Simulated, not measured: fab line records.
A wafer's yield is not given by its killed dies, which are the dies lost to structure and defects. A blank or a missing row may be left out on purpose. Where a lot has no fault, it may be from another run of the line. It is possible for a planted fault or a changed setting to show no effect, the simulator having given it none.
Which tool did it?	flow nandHarc	23 lots with 69 wafers sampled at 6 steps, on a route of 1302 steps

== WHAT EACH GAUGE READ, for each wafer ==
The record holds no reading of a measuring or inspecting step that can be judged against a usual standard deviation.

== EACH LOT AND THE TOOL THAT RAN IT (in order: tool; ch and the chambers of the sampled wafers; start) ==
lot	NHARC_A_STAIRCASE_TRIM_220	NHARC_A_STAIRCASE_TRIM_224	NHARC_A_STAIRCASE_HM_DEP_456	NHARC_A_STAIRCASE_DESCUM_270	NHARC_A_STAIRCASE_HM_OPEN_457	NHARC_A_STAIRCASE_ALD_420
L074	rieDiel-08 ch 0,2, day 15 22:56	rieDiel-08 ch 1,2,3, day 16 07:40 or earlier	aclDep-03 ch 0, day 16 07:40	rieDiel-03 ch 0,1,2, day 16 09:55	rieDiel-03 ch 0,1, day 17 05:35 or earlier	aldHk-03 ch 0,1,3, day 17 05:35
L075	rieDiel-08 ch 0,1,3, day 16 03:12	rieDiel-08 ch 0,1,2, day 16 09:18 or earlier	aclDep-02 ch 0, day 16 09:18	rieDiel-03 ch 0,1,2, day 16 12:20	rieDiel-03 ch 1,2,3, day 17 08:55 or earlier	aldHk-01 ch 1,2,3, day 17 08:55
L076	rieDiel-09 ch 1,2,3, day 16 21:24	rieDiel-09 ch 1,2,3, day 17 02:18 or earlier	aclDep-01 ch 0, day 17 02:18	rieDiel-09 ch 2,3, day 17 04:42	rieDiel-09 ch 0,2, day 17 23:27 or earlier	aldHk-03 ch 1,2,3, day 17 23:27
L077	rieDiel-09 ch 1,2,3, day 17 09:29	rieDiel-09 ch 0,1,2, day 17 14:02 or earlier	aclDep-03 ch 0, day 17 14:02	rieDiel-08 ch 1,2,3, day 17 16:46	rieDiel-08 ch 0,1,2, day 18 13:37 or earlier	aldHk-04 ch 0,3, day 18 13:37
L078	rieDiel-09 ch 2,3, day 17 10:38	rieDiel-09 ch 1,2,3, day 17 15:52 or earlier	aclDep-03 ch 0, day 17 15:52	rieDiel-03 ch 0,2, day 17 18:41	rieDiel-03 ch 0,1,3, day 18 14:43 or earlier	aldHk-04 ch 0,2,3, day 18 14:43
L080	rieDiel-09 ch 1,2,3, day 18 04:10	rieDiel-09 ch 0,2,3, day 18 10:08 or earlier	aclDep-03 ch 0, day 18 10:08	rieDiel-03 ch 1,2,3, day 18 12:25	rieDiel-03 ch 1,2, day 19 11:35 or earlier	aldHk-03 ch 0,1,3, day 19 11:35
L079	rieDiel-08 ch 0,1,2, day 18 04:19	rieDiel-08 ch 0,1,3, day 18 10:10 or earlier	aclDep-02 ch 0, day 18 10:10	rieDiel-09 ch 1,2,3, day 18 12:42	rieDiel-09 ch 1,3, day 19 10:08 or earlier	aldHk-03 ch 0,1, day 19 10:08
L081	rieDiel-08 ch 0,3, day 18 22:35	rieDiel-08 ch 0,1,3, day 19 06:02 or earlier	aclDep-03 ch 0, day 19 06:02	rieDiel-03 ch 0,1,3, day 19 08:07	rieDiel-03 ch 0,1,3, day 20 03:19 or earlier	aldHk-03 ch 1,2,3, day 20 03:19
L082	rieDiel-09 ch 0,1,3, day 19 10:30	rieDiel-09 ch 0,1, day 19 15:26 or earlier	aclDep-01 ch 0, day 19 15:26	rieDiel-08 ch 0,1,3, day 19 17:58	rieDiel-08 ch 0,2,3, day 20 14:52 or earlier	aldHk-03 ch 1,3, day 20 14:52
L083	rieDiel-08 ch 0,1, day 19 11:34	rieDiel-08 ch 0,2, day 19 16:54 or earlier	aclDep-03 ch 0, day 19 16:54	rieDiel-03 ch 1,2,3, day 19 19:52	rieDiel-03 ch 0,1, day 20 14:53 or earlier	aldHk-04 ch 0,1,2, day 20 14:53
L084	rieDiel-09 ch 0,2,3, day 20 10:36	rieDiel-09 ch 0,1,2, day 20 15:18 or earlier	aclDep-02 ch 0, day 20 15:18	rieDiel-03 ch 0,1,2, day 20 18:08	rieDiel-03 ch 1,2,3, day 21 19:43 or earlier	aldHk-01 ch 0,1,3, day 21 19:43
L085	rieDiel-09 ch 0,1,2, day 20 10:58	rieDiel-09 ch 1,3, day 20 16:20 or earlier	aclDep-03 ch 0, day 20 16:20	rieDiel-09 ch 0,1,2, day 20 18:32	rieDiel-09 ch 0,1,2, day 21 16:14 or earlier	aldHk-04 ch 1,3, day 21 16:14
L086	rieDiel-03 ch 0,2,3, day 21 00:28	rieDiel-03 ch 0,1,2, day 21 06:10 or earlier	aclDep-02 ch 0, day 21 06:10	rieDiel-03 ch 1,2, day 21 08:52	rieDiel-03 ch 0,1, day 22 07:07 or earlier	aldHk-03 ch 0,1,3, day 22 07:07
L087	rieDiel-03 ch 0,1, day 21 05:25	rieDiel-03 ch 1,2,3, day 21 12:02 or earlier	aclDep-02 ch 0, day 21 12:02	rieDiel-08 ch 0,1,2, day 21 14:28	rieDiel-08 ch 1,2, day 22 11:16 or earlier	aldHk-01 ch 0,1,3, day 22 11:16
L088	rieDiel-08 ch 1,3, day 22 01:23	rieDiel-08 ch 0,2, day 22 06:19 or earlier	aclDep-01 ch 0, day 22 06:19	rieDiel-09 ch 0,3, day 22 08:50	rieDiel-09 ch 1,2,3, day 23 05:43 or earlier	aldHk-01 ch 1,3, day 23 05:43
L089	rieDiel-03 ch 1,2,3, day 22 01:33	rieDiel-03 ch 1,2,3, day 22 07:19 or earlier	aclDep-03 ch 0, day 22 07:19	rieDiel-03 ch 1,3, day 22 09:38	rieDiel-03 ch 2,3, day 23 08:25 or earlier	aldHk-04 ch 0,1,2, day 23 08:25
L090	rieDiel-09 ch 1,3, day 22 21:32	rieDiel-09 ch 1,2, day 23 05:29 or earlier	aclDep-02 ch 0, day 23 05:29	rieDiel-09 ch 0,1, day 23 08:20	rieDiel-09 ch 0,3, day 24 05:53 or earlier	aldHk-04 ch 0,1,3, day 24 05:53
L091	rieDiel-08 ch 1,2,3, day 22 21:48	rieDiel-08 ch 1,2, day 23 05:29 or earlier	aclDep-01 ch 0, day 23 05:29	rieDiel-03 ch 1,2, day 23 08:01	rieDiel-03 ch 1,2, day 24 05:34 or earlier	aldHk-03 ch 2,3, day 24 05:34
L092	rieDiel-03 ch 2,3, day 23 20:43	rieDiel-03 ch 1,3, day 24 04:18 or earlier	aclDep-02 ch 0, day 24 04:18	rieDiel-09 ch 1,2,3, day 24 07:05	rieDiel-09 ch 1,2,3, day 25 03:23 or earlier	aldHk-04 ch 1,2,3, day 25 03:23
L093	rieDiel-09 ch 0,2,3, day 23 20:47	rieDiel-09 ch 1,2,3, day 24 02:10 or earlier	aclDep-02 ch 0, day 24 02:10	rieDiel-08 ch 0,1,3, day 24 04:52	rieDiel-08 ch 0,2,3, day 25 00:31 or earlier	aldHk-01 ch 0,2,3, day 25 00:31
L094	rieDiel-03 ch 0,3, day 24 06:29	rieDiel-03 ch 2,3, day 24 11:23 or earlier	aclDep-02 ch 0, day 24 11:23	rieDiel-03 ch 0,3, day 24 13:51	rieDiel-03 ch 0,1, day 25 12:26 or earlier	aldHk-04 ch 1,2,3, day 25 12:26
L095	rieDiel-09 ch 0,1,3, day 24 19:55	rieDiel-09 ch 2,3, day 25 01:21 or earlier	aclDep-02 ch 0, day 25 01:21	rieDiel-08 ch 1,2,3, day 25 03:36	rieDiel-08 ch 2,3, day 26 00:02 or earlier	aldHk-01 ch 0,2,3, day 26 00:02
L096	rieDiel-08 ch 0,1,3, day 25 05:17	rieDiel-08 ch 0,1,2, day 25 14:22 or earlier	aclDep-02 ch 0, day 25 14:22	rieDiel-08 ch 0,3, day 25 16:17	rieDiel-08 ch 0,1, day 26 12:28 or earlier	aldHk-01 ch 1,2, day 26 12:28
- NHARC_A_STAIRCASE_TRIM_220: chemistry O2, time 211.2 s.
- NHARC_A_STAIRCASE_TRIM_224: chemistry O2, time 211.2 s.
- NHARC_A_STAIRCASE_HM_DEP_456: deposits aC, target thk 3100 nm.
- NHARC_A_STAIRCASE_DESCUM_270: chemistry O2, time 3 s.
- NHARC_A_STAIRCASE_HM_OPEN_457: chemistry O2/COS.
- NHARC_A_STAIRCASE_ALD_420: deposits SiO2, target thk 20 nm, pulse time 6 s, ald cycles 200.

== AS READ BY THE TOOLS THEMSELVES (means over the sampled wafers that have a number; for cases with no such wafer, the mark the record gives instead) ==
NHARC_A_STAIRCASE_TRIM_220. Usual: drypumpMotorCurrentA 5.6 A, standard deviation 0.42; oesProductAu 0.998 a.u., standard deviation 0.011; rfVppV 57.8 V, standard deviation 0.83; showerheadPlenumPTorr 3.54 Torr, standard deviation 0.11; throttleValvePct 17.036 %, standard deviation 0.0099.
lot	tool	drypumpMotorCurrentA (A)	oesProductAu (a.u.)	rfVppV (V)	showerheadPlenumPTorr (Torr)	throttleValvePct (%)	flag
L074	rieDiel-08	5.7	1.004	57.0	3.44	17.046	
L075	rieDiel-08	5.4	1.002	58.4	3.65	17.029	
L076	rieDiel-09	5.9	0.988	57.4	3.55	17.046	
L077	rieDiel-09	5.9	0.991	57.8	3.55	17.028	
L078	rieDiel-09	5.9	0.991	57.7	3.58	17.028	
L080	rieDiel-09	5.9	0.998	57.4	3.55	17.046	
L079	rieDiel-08	5.6	0.989	57.7	3.56	17.034	
L081	rieDiel-08	5.2	1.004	57.7	3.58	17.032	
L082	rieDiel-09	6.0	0.998	57.9	3.50	17.037	
L083	rieDiel-08	5.6	0.994	58.2	3.63	17.035	
L084	rieDiel-09	5.9	0.981	57.6	3.53	17.046	
L085	rieDiel-09	5.7	0.992	58.8	3.52	17.047	
L086	rieDiel-03	5.3	1.012	58.0	3.55	17.040	
L087	rieDiel-03	5.6	1.006	57.4	3.44	17.034	
L088	rieDiel-08	5.2	1.005	57.8	3.62	17.033	
L089	rieDiel-03	5.5	1.013	57.5	3.56	17.042	
L090	rieDiel-09	6.0	0.999	57.9	3.49	17.044	
L091	rieDiel-08	5.4	0.998	57.5	3.54	17.038	
L092	rieDiel-03	5.4	1.010	59.5	3.65	17.037	
L093	rieDiel-09	5.9	1.002	57.7	3.51	17.034	
L094	rieDiel-03	5.6	1.019	57.7	3.64	17.032	
L095	rieDiel-09	6.0	0.997	58.4	3.47	17.030	
L096	rieDiel-08	5.4	0.994	57.3	3.61	17.037	

NHARC_A_STAIRCASE_TRIM_224. Usual: drypumpMotorCurrentA 5.6 A, standard deviation 0.43; oesProductAu 0.998 a.u., standard deviation 0.011; rfVppV 57.8 V, standard deviation 0.86; showerheadPlenumPTorr 3.54 Torr, standard deviation 0.11; throttleValvePct 17.036 %, standard deviation 0.0081.
lot	tool	drypumpMotorCurrentA (A)	oesProductAu (a.u.)	rfVppV (V)	showerheadPlenumPTorr (Torr)	throttleValvePct (%)	flag
L074	rieDiel-08	5.4	0.998	57.5	3.57	17.039	
L075	rieDiel-08	5.6	1.002	58.5	3.57	17.035	
L076	rieDiel-09	5.9	0.993	57.4	3.55	17.037	
L077	rieDiel-09	5.6	0.993	58.0	3.53	17.036	
L078	rieDiel-09	5.9	0.996	57.3	3.55	17.038	
L080	rieDiel-09	6.0	0.990	58.0	3.54	17.034	
L079	rieDiel-08	5.4	1.004	58.5	3.64	17.037	
L081	rieDiel-08	5.4	1.003	57.5	3.63	17.036	
L082	rieDiel-09	5.7	0.988	58.1	3.48	17.034	
L083	rieDiel-08	5.6	0.995	57.7	3.51	17.041	
L084	rieDiel-09	5.6	0.990	58.0	3.52	17.039	
L085	rieDiel-09	6.0	0.993	57.8	3.50	17.037	
L086	rieDiel-03	5.4	1.007	58.2	3.45	17.029	
L087	rieDiel-03	5.5	1.012	58.1	3.56	17.042	
L088	rieDiel-08	5.6	0.999	57.6	3.50	17.034	
L089	rieDiel-03	5.5	1.000	58.9	3.56	17.035	
L090	rieDiel-09	5.6	0.989	58.1	3.55	17.036	
L091	rieDiel-08	5.7	0.984	58.6	3.47	17.030	
L092	rieDiel-03	6.0	1.007	58.0	3.55	17.044	
L093	rieDiel-09	5.9	1.003	57.0	3.52	17.044	
L094	rieDiel-03	5.1	1.008	58.6	3.54	17.037	
L095	rieDiel-09	5.9	0.990	57.3	3.55	17.033	
L096	rieDiel-08	5.6	0.999	57.9	3.54	17.034	

NHARC_A_STAIRCASE_HM_DEP_456. Usual: throttleValvePct 34.999 %, standard deviation 0.0087.
lot	tool	throttleValvePct (%)	flag
L074	aclDep-03	34.999	
L075	aclDep-02	35.000	
L076	aclDep-01	35.003	
L077	aclDep-03	35.002	
L078	aclDep-03	34.993	
L080	aclDep-03	35.001	
L079	aclDep-02	34.989	
L081	aclDep-03	35.005	
L082	aclDep-01	34.997	
L083	aclDep-03	35.001	
L084	aclDep-02	35.011	
L085	aclDep-03	35.012	
L086	aclDep-02	35.006	
L087	aclDep-02	34.995	
L088	aclDep-01	35.000	
L089	aclDep-03	34.994	
L090	aclDep-02	34.998	
L091	aclDep-01	34.995	
L092	aclDep-02	34.999	
L093	aclDep-02	34.995	
L094	aclDep-02	34.998	
L095	aclDep-02	34.997	
L096	aclDep-02	35.000	

NHARC_A_STAIRCASE_DESCUM_270. Usual: drypumpMotorCurrentA 5.6 A, standard deviation 0.45; oesProductAu 1.001 a.u., standard deviation 0.011; rfVppV 57.8 V, standard deviation 0.79; showerheadPlenumPTorr 1.91 Torr, standard deviation 0.072; throttleValvePct 11.312 %, standard deviation 0.0092.
lot	tool	drypumpMotorCurrentA (A)	oesProductAu (a.u.)	rfVppV (V)	showerheadPlenumPTorr (Torr)	throttleValvePct (%)	flag
L074	rieDiel-03	5.4	1.013	57.6	1.88	11.308	
L075	rieDiel-03	5.4	1.012	57.8	1.87	11.320	
L076	rieDiel-09	6.2	0.988	57.5	1.93	11.319	
L077	rieDiel-08	5.4	0.995	58.2	1.94	11.308	
L078	rieDiel-03	5.0	1.003	57.8	1.87	11.310	
L080	rieDiel-03	5.5	1.005	58.1	1.94	11.317	
L079	rieDiel-09	5.9	0.990	58.3	1.92	11.311	
L081	rieDiel-03	5.7	1.013	57.1	1.93	11.319	
L082	rieDiel-08	5.4	1.000	58.5	1.97	11.300	
L083	rieDiel-03	5.5	1.004	58.4	1.94	11.315	
L084	rieDiel-03	5.4	1.006	58.1	1.87	11.310	
L085	rieDiel-09	5.6	0.986	58.5	1.91	11.312	
L086	rieDiel-03	5.7	1.007	57.0	1.87	11.321	
L087	rieDiel-08	5.6	0.994	57.8	1.93	11.320	
L088	rieDiel-09	6.0	1.009	58.1	1.88	11.312	
L089	rieDiel-03	5.8	1.008	57.7	1.99	11.304	
L090	rieDiel-09	5.7	0.989	57.3	1.87	11.312	
L091	rieDiel-03	5.2	1.002	57.7	1.86	11.308	
L092	rieDiel-09	5.9	0.995	57.7	1.91	11.300	
L093	rieDiel-08	5.4	0.999	58.4	1.96	11.310	
L094	rieDiel-03	5.4	1.015	58.0	1.92	11.313	
L095	rieDiel-08	5.4	1.005	58.1	1.92	11.311	
L096	rieDiel-08	5.4	0.996	58.0	1.93	11.310	

NHARC_A_STAIRCASE_HM_OPEN_457. Usual: drypumpMotorCurrentA 5.6 A, standard deviation 0.44; oesProductAu 1.003 a.u., standard deviation 0.011; rfVppV 467.2 V, standard deviation 2.4; showerheadPlenumPTorr 3.12 Torr, standard deviation 0.11; throttleValvePct 28.329 %, standard deviation 0.009.
lot	tool	drypumpMotorCurrentA (A)	oesProductAu (a.u.)	rfVppV (V)	showerheadPlenumPTorr (Torr)	throttleValvePct (%)	flag
L074	rieDiel-03	5.6	1.012	466.1	3.06	28.330	
L075	rieDiel-03	5.5	1.002	467.5	3.17	28.325	
L076	rieDiel-09	5.6	0.985	468.5	3.16	28.326	
L077	rieDiel-08	5.6	0.999	467.0	3.15	28.329	
L078	rieDiel-03	5.7	1.013	467.9	3.16	28.329	
L080	rieDiel-03	5.2	1.001	466.3	3.06	28.323	
L079	rieDiel-09	6.3	0.995	466.9	3.11	28.337	
L081	rieDiel-03	5.7	1.007	467.6	3.16	28.327	
L082	rieDiel-08	5.4	0.998	466.3	3.10	28.329	
L083	rieDiel-03	5.8	1.013	466.1	3.06	28.327	
L084	rieDiel-03	5.5	1.010	468.5	3.15	28.335	
L085	rieDiel-09	5.6	0.997	466.9	3.11	28.340	
L086	rieDiel-03	5.8	1.011	466.1	3.06	28.330	
L087	rieDiel-08	5.7	0.999	466.1	3.07	28.310	
L088	rieDiel-09	5.9	0.994	467.4	3.12	28.327	
L089	rieDiel-03	5.1	1.006	467.6	3.14	28.331	
L090	rieDiel-09	6.3	1.005	467.1	3.09	28.328	
L091	rieDiel-03	5.7	0.993	465.1	3.05	28.324	
L092	rieDiel-09	5.9	0.997	466.5	3.11	28.325	
L093	rieDiel-08	5.4	0.998	465.7	3.08	28.332	
L094	rieDiel-03	5.8	1.006	465.8	3.04	28.333	
L095	rieDiel-08	5.5	1.001	464.2	3.02	28.334	
L096	rieDiel-08	5.6	1.002	468.4	3.19	28.338	

NHARC_A_STAIRCASE_ALD_420. Usual: heaterPowerW 465 W, standard deviation 50; precursorPulseHeightRel 1.000, standard deviation 0.02.
lot	tool	heaterPowerW (W)	precursorPulseHeightRel	flag
L074	aldHk-03	455	1.002	
L075	aldHk-01	461	0.992	
L076	aldHk-03	410	1.019	
L077	aldHk-04	446	0.994	
L078	aldHk-04	453	0.984	
L080	aldHk-03	452	1.006	
L079	aldHk-03	488	1.002	
L081	aldHk-03	414	0.999	
L082	aldHk-03	432	0.981	
L083	aldHk-04	489	0.981	
L084	aldHk-01	457	0.996	
L085	aldHk-04	482	1.003	
L086	aldHk-03	456	0.986	
L087	aldHk-01	453	0.995	
L088	aldHk-01	428	1.012	
L089	aldHk-04	498	1.006	
L090	aldHk-04	487	0.999	
L091	aldHk-03	450	0.988	
L092	aldHk-04	482	1.009	
L093	aldHk-01	480	1.009	
L094	aldHk-04	477	1.005	
L095	aldHk-01	479	1.009	
L096	aldHk-01	488	1.003	

== THE ANSWER, worked out from the rows above alone ==
Rule: a lot is off if the mean of its wafers that have a number lies more than 3 standard deviations from the usual mean. Also off: a lot with no number at a reading for which 4 or more lots have one. Where the step has rows for the other lots, those lots are counted as sound. After the gauges, taken in route order, come the tools' own readings; for these a lot's mean is taken, as printed above. The first step at which some lot is off is used, and at that step the reading that is off furthest; a lot without a number counts as furthest.
Across all readings shown, no lot is off: no conclusion can be drawn from this.

== WHAT THE SIMULATOR HAD INSERTED ==
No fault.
